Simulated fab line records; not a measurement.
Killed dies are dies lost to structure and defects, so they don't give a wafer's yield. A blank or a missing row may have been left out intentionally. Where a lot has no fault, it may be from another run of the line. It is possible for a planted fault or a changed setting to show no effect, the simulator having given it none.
fab line records	flow nand-harc
record lots=13	wafers=39	last-day=24
route steps=1159 shown A_STAIRCASE@632 END@1159
lots with no fault: from the same line, run without faults
start-h: the number of hours between the record's first day and the start of the first shown wafer of the lot	wait-h: how many hours have passed since the lot's step before this one	" repeats the value in the row above	L1.1+2: several wafers, shown together as one row	- value missing, or start not given	* or withheld: withheld	< > ~ a bound
route shown NAME@n: a module of which the file shows steps, and the number in the route of the first	usual: mean and standard deviation over wafers with no fault	same: alike in all rows	chamber/n: place in a boat	sites: each site's reading	_std_site: the values' standard deviation	_edge_site: inner sites' mean taken away from outer sites' mean	radius-mm: for every site, how far away it sits from the centre of the wafer	mask NAME#n: copy n	behind: the tool/chamber that last shaped the wafer	hold: the reason the lot was held/the length of the hold in hours/how it ended	device: whichever transistor did not switch (one of n, p or np)	end of line: the tests these same wafers got at the end of their route	a step with no rows: only its recipe	killed: at the first sort, the dies lost to defects and structure; wafer yield is something else	map: dies across one wafer; x = killed, . = not, _ = none there
set.NAME: the setting as run; set.NAME@STEP: as run at that earlier step	model.NAME: the simulator's own value behind a step, which no gauge read
steps of the route over a sample of lots; a table a step, a row a wafer
services: when a tool's chamber went out of use (start-h, in hours from the record's first day, below 0 if earlier), for how many hours, and the reason
## steps
# step NHARC_A_STAIRCASE_STRIP_238
# recipe power-w=1500	temp-c=250	chemistry=O2
# usual drypump-motor-current-A=5.49/0.27	heater-power-w=356/10
lot.wafer	tool	chamber	start-h	wait-h	drypump-motor-current-A	heater-power-w	rf-hours-counter-h
L425.1	plasma-asher-01	0	239.14	0.1	5.22	351	49
L425.2	"	1	"	"	5.78	356	49
L425.4	"	0	"	"	5.21	336	-
L424.2	plasma-asher-02	1	240.18	0.1	5.29	359	12
L424.1	"	0	"	"	5.69	366	12
L424.3	"	0	"	"	5.68	374	-
L427.4	plasma-asher-01	1	259.55	0.2	5.85	366	-
L427.3	"	0	"	"	5.20	349	-
L427.6	"	1	"	"	5.83	364	-
L426.1	plasma-asher-01	1	260.05	0.1	5.83	375	55
L426.3	"	1	"	"	5.87	375	-
L426.6	"	0	"	"	5.19	346	-
L428.2	plasma-asher-01	0	270.99	0.2	5.19	347	59
L428.3	"	0	"	"	5.21	347	-
L428.6	"	0	"	"	5.21	343	-
L429.2	plasma-asher-02	0	271.07	0.1	5.67	371	21
L429.4	"	0	"	"	5.65	361	-
L429.6	"	1	"	"	5.32	356	-
L432.1	plasma-asher-02	1	294.95	0.1	5.30	369	31
L432.4	"	1	"	"	5.29	355	-
L432.5	"	1	"	"	5.32	356	-
L436.1	plasma-asher-02	0	327.93	0.1	5.66	360	41
L436.2	"	1	"	"	5.26	346	41
L436.3	"	0	"	"	5.64	357	-
L438.2	plasma-asher-02	0	330.80	0.1	5.66	363	42
L438.1	"	1	"	"	5.30	355	42
L438.5	"	1	"	"	5.32	369	-
L439.2	plasma-asher-02	1	332.52	0.1	5.25	366	43
L439.3	"	0	"	"	5.68	366	-
L439.6	"	1	"	"	5.27	370	-
L443.2	plasma-asher-02	0	353.41	0.1	5.67	362	49
L443.6	"	0	"	"	5.67	359	-
L443.5	"	1	"	"	5.30	359	-
L445.1	plasma-asher-01	1	374.01	0.1	5.82	361	33
L445.2	"	0	"	"	5.18	342	33
L445.5	"	0	"	"	5.19	344	-
L447.1	plasma-asher-01	0	380.14	0.1	5.18	349	36
L447.4	"	0	"	"	5.18	340	-
L447.6	"	0	"	"	5.19	338	-
# step NHARC_A_STAIRCASE_HM_OPEN_460
# recipe o2-flow-sccm=400	cos-flow-sccm=20	ar-flow-sccm=0	rf-w=500	bias-w=300	chemistry=O2/COS
# usual drypump-motor-current-A=5.8/0.63	oes-product-au=1.001/0.013	rf-vpp-V=468/3.6	showerhead-plenum-p-Torr=3.16/0.17	throttle-valve-pct=28.331/0.01
lot.wafer	tool	chamber	start-h	wait-h	drypump-motor-current-A	oes-product-au	rf-hours-counter-h	rf-vpp-V	showerhead-plenum-p-Torr	throttle-valve-pct
L425.1	rie-diel-02	0	-	-	4.9	0.994	34	471	3.35	28.327
L425.4	"	1	"	"	6.6	0.999	33	470	3.26	28.338
L425.2	"	3	"	"	5.6	1.021	34	465	3.03	28.340
L424.3	rie-diel-03	1	-	-	5.2	0.988	9	465	3.05	28.332
L424.1	"	2	"	"	5.5	1.007	10	471	3.34	28.329
L424.2	"	3	"	"	5.6	1.008	10	463	2.94	28.323
L427.4	rie-diel-02	0	-	-	4.9	0.983	41	472	3.35	28.334
L427.3	"	3	"	"	5.5	1.005	42	465	3.02	28.320
L427.6	"	1	"	"	6.6	1.002	-	469	3.25	28.319
L426.1	rie-diel-02	3	-	-	5.5	1.017	43	466	3.02	28.332
L426.3	"	1	"	"	6.6	0.996	41	469	3.25	28.325
L426.6	"	3	"	"	5.5	1.015	-	464	3.02	28.323
L428.2	rie-diel-02	3	-	-	5.5	1.024	45	465	3.02	28.321
L428.3	"	1	"	"	6.6	0.999	43	471	3.25	28.322
L428.6	"	3	"	"	5.5	1.033	-	463	3.02	28.316
L429.4	rie-diel-11	1	-	-	5.5	0.987	27	464	2.94	28.327
L429.2	"	2	"	"	6.1	1.016	27	463	2.93	28.312
L429.6	"	2	"	"	6.1	0.994	-	463	2.93	28.326
L432.1	rie-diel-03	2	-	-	5.5	1.000	30	471	3.33	28.323
L432.4	"	2	"	"	5.5	1.007	-	472	3.33	28.330
L432.5	"	3	"	"	5.6	1.003	-	463	2.93	28.347
L436.1	rie-diel-11	3	-	-	5.3	0.988	47	464	2.95	28.322
L436.2	"	0	"	"	6.8	1.002	43	472	3.35	28.337
L436.3	"	1	"	"	5.4	0.972	51	463	2.93	28.328
L438.1	rie-diel-03	1	-	-	5.2	1.000	35	465	3.03	28.331
L438.2	"	3	"	"	5.6	0.999	46	462	2.92	28.336
L438.5	"	2	"	"	5.5	1.016	-	471	3.33	28.325
L439.2	rie-diel-02	0	-	-	4.9	1.002	1	472	3.34	28.342
L439.3	"	2	"	"	6.7	1.013	0	469	3.17	28.324
L439.6	"	3	"	"	5.5	0.990	-	467	3.01	28.330
L443.2	rie-diel-11	3	-	-	5.3	0.988	58	463	2.95	28.332
L443.5	"	0	"	"	6.8	0.994	-	473	3.34	28.342
L443.6	"	2	"	"	6.1	1.011	-	463	2.92	28.328
L445.1	rie-diel-03	2	-	-	5.5	1.017	50	471	3.32	28.313
L445.2	"	0	"	"	5.6	1.004	62	471	3.31	28.330
L445.5	"	2	"	"	5.5	1.021	-	471	3.32	28.325
L447.4	rie-diel-02	0	-	-	4.9	0.992	19	472	3.33	28.329
L447.1	"	3	"	"	5.5	1.007	18	465	3.01	28.331
L447.6	"	0	"	"	4.9	0.997	-	471	3.33	28.334
# step NHARC_A_STAIRCASE_HM_DEP_462
# recipe target-thk-a=8000	temp-c=400	material=aC
# usual susceptor-temp-C=400.00/0.24	throttle-valve-pct=35.000/0.0089
lot.wafer	tool	chamber	start-h	wait-h	susceptor-temp-C	throttle-valve-pct
L425.1	acl-dep-01	0	249.91	0.1	399.99	34.989
L425.2	"	0	"	"	399.86	34.994
L425.4	"	0	"	"	400.03	35.011
L424.1	acl-dep-02	0	250.57	0.2	399.82	35.004
L424.2	"	0	"	"	400.34	34.991
L424.3	"	0	"	"	400.13	34.989
L427.3	acl-dep-03	0	267.44	0.7	-	34.991
L427.4	"	0	"	"	-	34.989
L427.6	"	0	"	"	-	35.006
L426.1	acl-dep-02	0	269.99	0.8	-	35.009
L426.3	"	0	"	"	-	34.992
L426.6	"	0	"	"	-	34.993
L428.2	acl-dep-03	0	279.37	1.0	-	35.000
L428.3	"	0	"	"	-	35.017
L428.6	"	0	"	"	-	34.994
L429.2	acl-dep-02	0	279.83	1.1	-	35.004
L429.4	"	0	"	"	-	35.006
L429.6	"	0	"	"	-	35.011
L432.1	acl-dep-03	0	312.31	9.0	400.22	34.996
L432.4	"	0	"	"	400.12	35.001
L432.5	"	0	"	"	400.05	34.994
L436.1	acl-dep-02	-	337.25	1.0	-	-
L436.2	"	-	"	"	-	-
L436.3	"	-	"	"	-	-
L438.1	acl-dep-02	-	339.96	0.1	-	-
L438.2	"	-	"	"	-	-
L438.5	"	-	"	"	-	-
L439.2	acl-dep-03	0	342.35	1.6	400.11	35.000
L439.3	"	0	"	"	399.74	35.009
L439.6	"	0	"	"	399.70	35.004
L443.2	acl-dep-03	0	366.18	1.5	400.19	34.995
L443.5	"	0	"	"	400.00	35.002
L443.6	"	0	"	"	400.08	34.998
L445.1	acl-dep-02	0	385.03	0.4	399.67	34.995
L445.2	"	0	"	"	399.39	35.006
L445.5	"	0	"	"	399.55	34.999
L447.1	acl-dep-02	0	388.36	0.1	399.75	34.997
L447.4	"	0	"	"	399.60	35.000
L447.6	"	0	"	"	400.16	35.008
# step NHARC_A_STAIRCASE_STRIP_316
# recipe o2-flow-sccm=500	ar-flow-sccm=0	bias-w=0	chemistry=O2
# usual drypump-motor-current-A=5.8/0.58	oes-product-au=0.999/0.012	rf-vpp-V=57.6/0.98	showerhead-plenum-p-Torr=3.52/0.2	throttle-valve-pct=17.036/0.0092
lot.wafer	tool	chamber	start-h	wait-h	drypump-motor-current-A	oes-product-au	rf-hours-counter-h	rf-vpp-V	showerhead-plenum-p-Torr	throttle-valve-pct
L425.1	rie-diel-11	2	-	-	6.1	1.010	21	55.7	3.32	17.044
L425.4	"	3	"	"	5.3	0.972	20	59.5	3.35	17.023
L425.2	"	1	"	"	5.5	0.973	20	58.2	3.33	17.034
L424.2	rie-diel-02	2	-	-	6.8	0.987	40	58.8	3.59	17.040
L424.3	"	3	"	"	5.5	1.020	38	56.8	3.42	17.023
L424.1	"	0	"	"	4.9	0.993	38	58.0	3.79	17.016
L427.3	rie-diel-11	0	-	-	6.8	0.995	25	58.1	3.79	17.029
L427.4	"	2	"	"	6.1	1.010	26	56.7	3.32	17.027
L427.6	"	0	"	"	6.8	0.996	-	58.3	3.79	17.049
L426.3	rie-diel-11	2	-	-	6.1	1.011	26	58.1	3.32	17.038
L426.1	"	0	"	"	6.9	0.986	26	59.0	3.79	17.052
L426.6	"	3	"	"	5.3	0.965	-	57.9	3.35	17.033
L428.3	rie-diel-03	1	-	-	5.2	0.992	20	58.3	3.44	17.048
L428.2	"	2	"	"	5.5	0.996	22	57.3	3.76	17.047
L428.6	"	1	"	"	5.2	1.006	-	56.6	3.44	17.045
L429.2	rie-diel-03	3	-	-	5.6	1.002	23	58.0	3.32	17.026
L429.6	"	3	"	"	5.6	1.004	-	56.1	3.32	17.034
L429.4	"	2	"	"	5.5	1.002	-	59.8	3.76	17.044
L432.1	rie-diel-03	0	-	-	5.7	1.006	34	57.6	3.75	17.033
L432.4	"	0	"	"	5.7	1.014	-	58.8	3.75	17.036
L432.5	"	1	"	"	5.2	0.988	-	57.1	3.44	17.050
L436.3	rie-diel-03	2	-	-	5.5	1.013	36	58.0	3.75	17.037
L436.1	"	3	"	"	5.5	0.994	48	55.5	3.30	17.041
L436.2	"	1	"	"	5.2	0.996	36	57.4	3.43	17.027
L438.2	rie-diel-03	3	-	-	5.6	1.000	48	56.4	3.30	17.024
L438.1	"	1	"	"	5.2	1.012	37	57.2	3.43	17.025
L438.5	"	2	"	"	5.5	1.018	-	58.3	3.75	17.033
L439.2	rie-diel-02	1	-	-	6.6	1.018	3	58.3	3.66	17.034
L439.3	"	2	"	"	6.7	1.018	3	56.2	3.58	17.022
L439.6	"	2	"	"	6.8	1.019	-	57.7	3.58	17.038
L443.2	rie-diel-02	3	-	-	5.5	1.000	12	56.4	3.40	17.049
L443.6	"	0	"	"	4.9	1.006	-	56.6	3.76	17.058
L443.5	"	1	"	"	6.7	1.006	-	58.5	3.66	17.024
L445.2	rie-diel-11	2	-	-	6.1	1.009	6	57.1	3.30	17.040
L445.1	"	3	"	"	5.3	0.986	6	56.3	3.33	17.023
L445.5	"	2	"	"	6.1	0.997	-	57.9	3.30	17.031
L447.1	rie-diel-02	1	-	-	6.6	1.004	20	57.6	3.65	17.020
L447.4	"	2	"	"	6.7	1.011	-	56.8	3.57	17.026
L447.6	"	0	"	"	4.9	1.014	-	58.6	3.76	17.019
# step NHARC_END_SORT_01
# recipe temp-c=25
# usual killed-at-array=26/8.4	killed-at-other=0.7/0.97	killed-at-periphery=3.2/2.2	killed-dies=30/8.5	killed-open=3.4/2	killed-short=2/1.3
# same gross-dies=677
lot.wafer	tool	chamber	start-h	wait-h	killed-at-array	killed-at-other	killed-at-periphery	killed-dies	killed-open	killed-short
L429.2	prober-02	0	471.88	2.8	25	0	6	31	4	6
L429.4	prober-02	0	473.50	3.4	20	0	4	24	1	0
L429.6	prober-02	0	475.11	4.0	16	0	8	24	3	0
L436.1	prober-01	0	513.07	2.5	677	0	0	677	0	0
L436.2	prober-01	0	513.89	2.8	677	0	0	677	1	0
L436.3	prober-01	0	514.71	3.1	677	0	0	677	1	0
L438.1	prober-02	0	513.09	2.5	677	0	0	677	0	1
L438.2	prober-02	0	513.88	2.8	677	0	0	677	1	1
L438.5	prober-02	0	516.24	3.6	677	0	0	677	0	0
L447.1	prober-01	0	569.47	2.5	42	0	1	43	5	2
L447.4	prober-01	0	571.89	3.4	34	0	2	36	3	4
L447.6	prober-01	0	573.51	4.0	30	0	4	34	3	2
L445.1	prober-02	0	575.87	2.5	22	0	0	22	3	2
L445.2	prober-02	0	576.67	2.8	34	1	1	36	1	1
L445.5	prober-02	0	579.08	3.7	20	1	1	22	3	4
# killed by level:class
L429.2 A_CHANNEL_HOLE_D1:chamber-film-flake=10 P_STI:chamber-film-flake=4 A_BLC:geometric-particle:short=3 A_CONTACT:geometric-particle:short=2 A_STAIRCASE:chamber-film-flake=2 P_CONTACT:geometric-particle:open=1 A_SGD_CUT:geometric-particle:short=1 A_WL_FILL:geometric-particle:open=1
L429.4 A_CHANNEL_HOLE_D1:chamber-film-flake=17 P_CONTACT:geometric-particle:open=1 P_ZERO_WELL:chamber-film-flake=1 P_STI:chamber-film-flake=1 P_M1:chamber-film-flake=1 A_STAIRCASE:chamber-film-flake=1 A_WL_FILL:chamber-film-flake=1 A_CONTACT:chamber-film-flake=1
L429.6 A_CHANNEL_HOLE_D1:chamber-film-flake=13 P_ZERO_WELL:chamber-film-flake=3 P_M0:geometric-particle:open=2 P_STI:chamber-film-flake=2 A_STAIRCASE:chamber-film-flake=2 P_CONTACT:geometric-particle:open=1 A_CHANNEL_FILL_D1:chamber-film-flake=1
L436.1 A_STAIRCASE:lost-pattern=672 A_CHANNEL_HOLE_D1:chamber-film-flake=2 A_SLIT:chamber-film-flake=2 A_WL_FILL:chamber-film-flake=1
L438.1 A_STAIRCASE:lost-pattern=675 A_SGD_CUT:geometric-particle:short=1 A_CHANNEL_HOLE_D1:chamber-film-flake=1
L438.2 A_STAIRCASE:lost-pattern=668 A_CHANNEL_HOLE_D1:chamber-film-flake=3 A_CHANNEL_FILL_D1:geometric-particle:short=1 A_CONTACT:geometric-particle:open=1 A_CHANNEL_FILL_D1:chamber-film-flake=1 A_STAIRCASE:chamber-film-flake=1 A_M1:chamber-film-flake=1 A_CONTACT:chamber-film-flake=1
L436.2 A_STAIRCASE:lost-pattern=672 A_CHANNEL_HOLE_D1:chamber-film-flake=2 A_SLIT:chamber-film-flake=2 A_ONON_D1:geometric-particle:open=1
L436.3 A_STAIRCASE:lost-pattern=671 A_SLIT:chamber-film-flake=2 A_CONTACT:geometric-particle:open=1 A_CHANNEL_HOLE_D1:chamber-film-flake=1 A_STAIRCASE:chamber-film-flake=1 A_CONTACT:chamber-film-flake=1
L438.5 A_STAIRCASE:lost-pattern=671 A_CHANNEL_HOLE_D1:chamber-film-flake=4 A_STAIRCASE:chamber-film-flake=2
L447.1 A_SLIT:chamber-film-flake=23 A_CHANNEL_HOLE_D1:chamber-film-flake=4 A_ZERO_WELL:chamber-film-flake=3 A_CONTACT:chamber-film-flake=3 A_ONON_D1:geometric-particle:open=2 A_CHANNEL_FILL_D1:geometric-particle:short=2 A_WL_FILL:geometric-particle:open=1 A_CONTACT:geometric-particle:open=1
L447.4 A_CHANNEL_HOLE_D1:chamber-film-flake=10 A_CONTACT:chamber-film-flake=7 A_SLIT:chamber-film-flake=6 A_M0:chamber-film-flake=3 A_STAIRCASE:chamber-film-flake=2 P_M0:geometric-particle:open=1 P_M2:geometric-particle:open=1 A_CHANNEL_FILL_D1:geometric-particle:open=1
L447.6 A_CHANNEL_HOLE_D1:chamber-film-flake=13 A_SLIT:chamber-film-flake=7 A_CONTACT:chamber-film-flake=3 P_ZERO_WELL:chamber-film-flake=2 A_ZERO_WELL:chamber-film-flake=2 P_CONTACT:geometric-particle:open=1 P_M1:geometric-particle:open=1 A_ONON_D1:geometric-particle:short=1
L445.1 A_SLIT:chamber-film-flake=8 A_CHANNEL_HOLE_D1:chamber-film-flake=5 A_SGD_CUT:chamber-film-flake=2 A_SOURCE_PLATE:geometric-particle:open=1 A_CHANNEL_HOLE_D1:geometric-particle:open=1 A_CHANNEL_FILL_D1:geometric-particle:short=1 A_SGD_CUT:geometric-particle:short=1 A_CONTACT:geometric-particle:open=1
L445.2 A_SLIT:chamber-film-flake=23 A_CHANNEL_HOLE_D1:chamber-film-flake=5 A_SGD_CUT:chamber-film-flake=2 A_WL_FILL:geometric-particle:open=1 STARTING-WAFER:geometric-particle:short=1 P_ZERO_WELL:chamber-film-flake=1 A_CHANNEL_FILL_D1:chamber-film-flake=1 A_WL_FILL:chamber-film-flake=1
L445.5 A_SGD_CUT:chamber-film-flake=4 A_CHANNEL_HOLE_D1:chamber-film-flake=3 A_SLIT:chamber-film-flake=3 A_CHANNEL_FILL_D1:geometric-particle:open=1 A_STAIRCASE:geometric-particle:short=1 A_SGD_CUT:geometric-particle:short=1 A_WL_FILL:geometric-particle:open=1 A_CONTACT:geometric-particle:open=1
## services
tool	chamber	start-h	hours	kind
rie-diel-03	-	215.54	9.0	pm
plasma-asher-02	-	217.97	6.6	repair
acl-dep-03	-	225.48	13.0	pm
rie-diel-02	0	233.35	-	clean
rie-diel-02	1	233.35	-	clean
rie-diel-02	2	233.35	-	clean
rie-diel-02	3	233.35	-	clean
rie-diel-02	3	238.15	6.9	repair
rie-diel-02	0	257.85	-	clean
rie-diel-02	1	257.85	-	clean
plasma-asher-02	-	274.63	2.0	repair
plasma-asher-01	-	276.20	9.0	pm
acl-dep-01	-	295.72	13.0	pm
rie-diel-11	0	306.26	16.5	repair
rie-diel-11	1	308.35	5.1	repair
rie-diel-03	2	312.97	20.5	repair
plasma-asher-01	-	326.34	0.6	repair
rie-diel-02	-	327.80	9.0	pm
rie-diel-11	2	329.28	7.2	repair
acl-dep-02	-	348.96	13.0	pm
plasma-asher-02	-	360.30	9.0	pm
rie-diel-11	-	368.22	9.0	pm
plasma-asher-02	-	382.68	22.8	repair
rie-diel-03	-	392.56	9.0	pm
## key
first-sign step=NHARC_A_STAIRCASE_HM_DEP_462	reading=tool-record	direction=missing
effect step=NHARC_END_SORT_01	reading=killed-at-array	direction=up	sigmas=77	usual=26	struck=677
met-at NHARC_A_STAIRCASE_HM_DEP_462
struck-lots L436,L438
later-rows-left-out L436.1,L436.2,L436.3,L438.1,L438.2,L438.5
tester-left-out L436,L438
not-acting-at NHARC_A_STAIRCASE_STRIP_238,NHARC_A_STAIRCASE_HM_OPEN_460,NHARC_A_STAIRCASE_STRIP_316
onset-between 279.83 337.25
fault kind=skipped-step-whole	tool=acl-dep-02	chamber=-	onset-h=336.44	steps=NHARC_A_STAIRCASE_HM_DEP_462	scope=struck-lots-only
# tester-left-out: of these lots the tester's yield and bins aren't shown, on N5 and GAA mostly nor the transistor test; their killed dies are dies lost to structure and defects alone, not to doping, threshold or leakage, so they don't give the yield
# later-rows-left-out: the simulator's readings of these wafers behind a module that went badly wrong aren't trusted and aren't shown, but for the sort
